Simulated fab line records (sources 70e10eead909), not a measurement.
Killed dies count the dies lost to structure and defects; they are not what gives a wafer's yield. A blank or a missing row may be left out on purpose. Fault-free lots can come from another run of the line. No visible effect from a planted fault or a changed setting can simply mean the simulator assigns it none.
Matching of chambers | flow nand-harc | NHARC_P_M2_DEP_33 on pecvd-03: 3 sister chambers
The step deposits SiCN, target thk 30 nm. 3 wafers are shown with their chamber, then 7 later ones without.

EACH WAFER AND ITS CHAMBER
wafer  | chamber | heater-power-outer-w (W)
L562.1 | 1       | 341
L569.2 | 2       | 253
L569.3 | 0       | 315

WAFERS WITHOUT THEIR CHAMBER
wafer  | heater-power-outer-w (W)
L569.6 | 308
L571.3 | 302
L571.4 | 306
L571.6 | 315
L574.2 | 241
L574.3 | 311
L574.5 | 249

WHICH CHAMBER EACH ONE RAN IN
wafer  | from the rows above | in truth
L569.6 | 0                   | 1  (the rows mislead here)
L571.3 | 0                   | 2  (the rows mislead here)
L571.4 | 0                   | 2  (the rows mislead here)
L571.6 | 0                   | 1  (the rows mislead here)
L574.2 | 2                   | 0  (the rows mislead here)
L574.3 | 0                   | 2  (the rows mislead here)
L574.5 | 2                   | 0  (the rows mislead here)
Correct placement for 0 of the 7. Not placeable from these rows: 0. Placed wrongly: 7.
How it was worked out, from the rows above alone: a wafer's distance from a chamber is the root of the sum, over the readings, of the square of ((its reading less the chamber's mean) divided by the reading's scatter). The wafer belongs to the nearest chamber; if the next one is less than 2 further off, it can't be placed. A chamber's mean is the mean of its shown wafers. The scatter: root of mean squared gap, hidden wafer to nearest shown wafer, with one shown wafer a chamber.
